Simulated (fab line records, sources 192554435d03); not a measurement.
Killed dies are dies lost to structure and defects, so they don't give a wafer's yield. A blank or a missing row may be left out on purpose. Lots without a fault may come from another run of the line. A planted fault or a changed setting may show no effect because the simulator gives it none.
Chamber matching | flow n5_finfet | N5_BEOL_M11_DEP_56 on pecvd-04: 3 sister chambers
The step deposits SiCN from 3MS/NH3, target thk 30 nm, time 10.5 s. 14 wafers are shown with their chamber, then 6 later ones without.

WAFERS WITH THEIR CHAMBER
wafer  | chamber | showerhead_vpp_V (V) | throttle_valve_pct (%) | showerhead_plenum_p_Torr (Torr)
L434.4 | 0       | 1800                 | 17.9                   | 4.187
L434.5 | 1       | 1897                 | 18.2                   | 4.151
L434.6 | 2       | 1570                 | 16.7                   | 4.127
L436.3 | 0       | 1804                 | 17.9                   | 4.194
L436.4 | 0       | 1812                 | 17.8                   | 4.179
L436.6 | 1       | 1861                 | 18.0                   | 4.152
L441.3 | 1       | 1877                 | 18.3                   | 4.144
L441.5 | 0       | 1837                 | 18.1                   | 4.185
L441.6 | 2       | 1599                 | 16.8                   | 4.150
L439.1 | 2       | 1619                 | 16.9                   | 4.140
L439.4 | 0       | 1819                 | 18.2                   | 4.179
L439.5 | 1       | 1862                 | 18.2                   | 4.152
L440.1 | 2       | 1604                 | 17.0                   | 4.137
L440.3 | 0       | 1819                 | 18.2                   | 4.190

SIGNATURES (means of the wafers above)
reading                  | chamber 0 | chamber 1 | chamber 2 | scatter within a chamber
showerhead_vpp_V         | 1815.17   | 1874.25   | 1598.00   | 16.5
throttle_valve_pct       | 18.017    | 18.175    | 16.850    | 0.149
showerhead_plenum_p_Torr | 4.18567   | 4.14975   | 4.13850   | 0.0067
Rule: a wafer's distance from a chamber is the root of the sum, over the readings, of the square of ((its reading less the chamber's mean) divided by the reading's scatter). The wafer belongs to the nearest chamber; if the next one is less than 2 further off, it can't be placed. The scatter: the root of (the sum of the squares of (reading less its chamber's mean) over the shown wafers, divided by (wafers less chambers)).

WAFERS WITHOUT THEIR CHAMBER
wafer  | showerhead_vpp_V (V) | throttle_valve_pct (%) | showerhead_plenum_p_Torr (Torr)
L440.4 | 1604                 | 16.8                   | 4.145
L443.2 | 1807                 | 18.1                   | 4.182
L443.3 | 1579                 | 16.9                   | 4.126
L443.4 | 1604                 | 16.9                   | 4.129
L448.3 | 1606                 | 16.9                   | 4.142
L448.4 | 1827                 | 18.1                   | 4.186

WHICH CHAMBER EACH WENT THROUGH
wafer  | from the rows above | in truth
L440.4 | 2                   | 2
L443.2 | 0                   | 0
L443.3 | 2                   | 2
L443.4 | 2                   | 2
L448.3 | 2                   | 2
L448.4 | 0                   | 0
Placed correctly: 6 of 6. Can't be placed from these rows: 0. Placed wrongly: 0.
